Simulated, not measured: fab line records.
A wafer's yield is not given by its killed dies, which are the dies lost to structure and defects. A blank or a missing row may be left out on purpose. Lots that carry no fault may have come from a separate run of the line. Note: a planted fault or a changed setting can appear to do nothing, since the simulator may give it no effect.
Which of the tools did it? + flow nand_harc + 14 lots with 42 wafers sampled at 5 steps, on a route of 1159 steps

WHAT THE GAUGES SHOWED, per wafer
NHARC_THIN_TSV_THK_MEAS_02: measures by ir. Usual: thk_nm 3043 nm, standard deviation 210.
| lot  | measured     | on            | thk_nm (nm)    | flag |
|------|--------------|---------------|----------------|------|
| L478 | day 18 22:01 | film_metro-02 | 2881 2790 2789 |      |
| L477 | day 19 00:27 | film_metro-02 | 3184 3012 2754 |      |
| L480 | day 19 01:38 | film_metro-01 | 3137 3209 3034 |      |
| L481 | day 18 23:14 | film_metro-01 | 3207 3182 3002 |      |
| L482 | day 19 15:23 | film_metro-01 | 3221 2942 3278 |      |
| L479 | day 19 16:34 | film_metro-02 | 3359 3449 3101 |      |
| L484 | day 20 09:49 | film_metro-02 | 2920 2980 2737 |      |
| L490 | day 21 16:23 | film_metro-01 | 2832 2769 2896 |      |
| L489 | day 22 05:32 | film_metro-01 | 2669 2830 2746 |      |
| L494 | day 23 06:38 | film_metro-02 | 2944 2755 3727 |      |
| L495 | day 23 07:49 | film_metro-02 | 2751 2983 2927 |      |
| L497 | day 23 13:18 | film_metro-02 | 2965 3084 3131 |      |
| L496 | day 24 07:55 | film_metro-01 | 3202 3071 3101 |      |
| L500 | day 24 09:07 | film_metro-02 | 2769 2842 3022 |      |

NHARC_THIN_TSV_CD_MEAS_33 targets a cd of 5000 nm. Usual: cd_nm 4999.4 nm, standard deviation 2.7.
| lot  | measured     | on        | cd_nm (nm)           | flag |
|------|--------------|-----------|----------------------|------|
| L478 | day 19 04:55 | cd_sem-01 | 5001.4 4998.9 4999.0 |      |
| L477 | day 19 07:16 | cd_sem-01 | 4994.5 4993.1 4996.0 |      |
| L480 | day 19 08:34 | cd_sem-03 | 4997.9 4993.2 4995.0 |      |
| L481 | day 19 06:13 | cd_sem-03 | 4997.2 4999.0 4999.7 |      |
| L482 | day 19 22:22 | cd_sem-01 | 5001.7 5003.8 4997.8 |      |
| L479 | day 19 23:34 | cd_sem-02 | 5001.9 5001.8 4999.3 |      |
| L484 | day 20 16:59 | cd_sem-02 | 5001.0 4994.5 5001.0 |      |
| L490 | day 22 00:11 | cd_sem-02 | 4998.7 5001.1 5003.3 |      |
| L489 | day 22 12:48 | cd_sem-02 | 5000.8 4998.5 5000.7 |      |
| L494 | day 23 14:57 | cd_sem-03 | 4999.7 5004.4 4998.5 |      |
| L495 | day 23 17:44 | cd_sem-03 | 4993.6 4996.7 4998.7 |      |
| L497 | day 23 22:19 | cd_sem-03 | 4997.3 4994.3 4993.3 |      |
| L496 | day 24 14:53 | cd_sem-01 | 5001.7 5004.0 5004.1 |      |
| L500 | day 24 15:49 | cd_sem-03 | 5001.2 4999.5 4997.8 |      |

NHARC_END_SORT_01. Usual: killed_at_array 26, standard deviation 9.1; killed_at_other 0.7, standard deviation 0.9; killed_at_periphery 3.6, standard deviation 2.8; killed_dies 30, standard deviation 9.2; killed_open 3.0, standard deviation 1.9; killed_short 2.0, standard deviation 1.4.
| lot  | measured     | on        | killed_at_array | killed_at_other | killed_at_periphery | killed_dies | killed_open | killed_short | flag |
|------|--------------|-----------|-----------------|-----------------|---------------------|-------------|-------------|--------------|------|
| L490 | day 22 08:23 | prober-02 | 110 81 77       | 0 0 0           | 4 4 0               | 114 85 77   | 5 4 5       | 2 2 1        | OFF  |
| L489 | day 22 22:05 | prober-01 | 103 100 99      | 0 1 0           | 0 4 5               | 103 105 104 | 3 1 4       | 1 2 1        | OFF  |

WHICH TOOL RAN EACH LOT (tool, then ch and the chambers of the sampled wafers, then the start)
| lot  | NHARC_A_CONTACT_DEP_24          | NHARC_THIN_TSV_PRE_CLEAN_50             |
|------|---------------------------------|-----------------------------------------|
| L478 | pecvd-04 ch 0,1,2, day 16 10:27 | pvd_sputter-01, day 19 04:55 or earlier |
| L477 | pecvd-01 ch 0,1,2, day 16 10:37 | pvd_sputter-01, day 19 07:16 or earlier |
| L480 | pecvd-02 ch 0,1,2, day 16 14:55 | pvd_sputter-03, day 19 08:34 or earlier |
| L481 | pecvd-02 ch 0,1,2, day 16 15:35 | pvd_sputter-01, day 19 06:13 or earlier |
| L482 | pecvd-04 ch 1,2, day 17 10:24   | pvd_sputter-02, day 19 22:22 or earlier |
| L479 | pecvd-02 ch 0,2, day 17 11:25   | pvd_sputter-02, day 19 23:34 or earlier |
| L484 | pecvd-04 ch 0,1, day 17 21:09   | pvd_sputter-02, day 20 16:59 or earlier |
| L490 | pecvd-02 ch 0,2, day 19 02:25   | pvd_sputter-03, day 22 00:11 or earlier |
| L489 | pecvd-02 ch 0,1, day 19 16:42   | pvd_sputter-01, day 22 12:48 or earlier |
| L494 | pecvd-01 ch 0,1,2, day 20 02:17 | pvd_sputter-03, day 23 14:57 or earlier |
| L495 | pecvd-01 ch 0,1,2, day 20 06:32 | pvd_sputter-03, day 23 17:44 or earlier |
| L497 | pecvd-04 ch 0,2, day 21 05:16   | pvd_sputter-01, day 23 22:19 or earlier |
| L496 | pecvd-01 ch 0,1, day 21 14:59   | pvd_sputter-03, day 24 14:53 or earlier |
| L500 | pecvd-01 ch 0,1, day 21 22:36   | pvd_sputter-01, day 24 15:49 or earlier |
- NHARC_A_CONTACT_DEP_24: deposits SiO2, target thk 500 nm.
- NHARC_THIN_TSV_PRE_CLEAN_50: time 30 s.

AS READ BY THE TOOLS THEMSELVES (means over the sampled wafers that have a number; for cases with no such wafer, the mark the record gives instead)
NHARC_A_CONTACT_DEP_24. Usual: heater_power_w 497 W, standard deviation 110; throttle_valve_pct 16.1 %, standard deviation 0.58.
| lot  | tool     | heater_power_w (W) | throttle_valve_pct (%) | flag |
|------|----------|--------------------|------------------------|------|
| L478 | pecvd-04 | 431                | 16.3                   |      |
| L477 | pecvd-01 | 481                | 16.1                   |      |
| L480 | pecvd-02 | 512                | 15.8                   |      |
| L481 | pecvd-02 | 521                | 15.9                   |      |
| L482 | pecvd-04 | 532                | 15.9                   |      |
| L479 | pecvd-02 | 552                | 16.2                   |      |
| L484 | pecvd-04 | 408                | 16.8                   |      |
| L490 | pecvd-02 | 492                | 16.0                   |      |
| L489 | pecvd-02 | 558                | 16.4                   |      |
| L494 | pecvd-01 | 517                | 15.7                   |      |
| L495 | pecvd-01 | 482                | 15.7                   |      |
| L497 | pecvd-04 | 509                | 16.9                   |      |
| L496 | pecvd-01 | 517                | 15.8                   |      |
| L500 | pecvd-01 | 525                | 15.6                   |      |

NHARC_THIN_TSV_PRE_CLEAN_50. Usual: heater_power_w 411 W, standard deviation 40.
| lot  | tool           | heater_power_w (W) | flag |
|------|----------------|--------------------|------|
| L478 | pvd_sputter-01 | 427                |      |
| L477 | pvd_sputter-01 | 431                |      |
| L480 | pvd_sputter-03 | 361                |      |
| L481 | pvd_sputter-01 | 428                |      |
| L482 | pvd_sputter-02 | 429                |      |
| L479 | pvd_sputter-02 | 412                |      |
| L484 | pvd_sputter-02 | 427                |      |
| L490 | pvd_sputter-03 | 368                |      |
| L489 | pvd_sputter-01 | 419                |      |
| L494 | pvd_sputter-03 | 398                |      |
| L495 | pvd_sputter-03 | 391                |      |
| L497 | pvd_sputter-01 | 467                |      |
| L496 | pvd_sputter-03 | 366                |      |
| L500 | pvd_sputter-01 | 432                |      |

THE ANSWER, worked out from the rows above alone
Rule: lot off if the mean of its wafers having a number is beyond 3 standard deviations from the usual mean. A lot without any number at a reading at which 4 lots or more have one is off too. All remaining lots with rows at the step are treated as sound. Order of review: gauges by route order, followed by the tools' own readings, for which a lot's mean as printed above is used. At the first step where some lot is off, the reading lying furthest off is the one used; lots without a number count as furthest.
Off, at NHARC_END_SORT_01 on killed_at_array: L490, L489. Neither off nor sound, because the step has no rows for them: L478, L477, L480, L481, L482, L479, L484, L494, L495, L497, L496, L500.
If a tool, at a process step before that reading, ran all the lots that are off and no sound lot after the first of them, it fits. The gauges at NHARC_END_SORT_01 are tried like those tools. NHARC_THIN_TSV_PRE_CLEAN_50 gives no start for some lots, so the hours and the order of its lots are those of NHARC_THIN_TSV_CD_MEAS_33. One fits: pecvd-02 at NHARC_A_CONTACT_DEP_24. It ran no sound lot before its first lot that is off in this sample, so the start can't be narrowed down.

WHAT WAS PUT IN BY THE SIMULATOR
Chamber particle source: pecvd-02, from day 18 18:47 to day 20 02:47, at NHARC_A_CONTACT_DEP_24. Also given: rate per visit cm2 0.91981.
Struck lots among those shown: L490, L489. The rule given above showed the same thing.
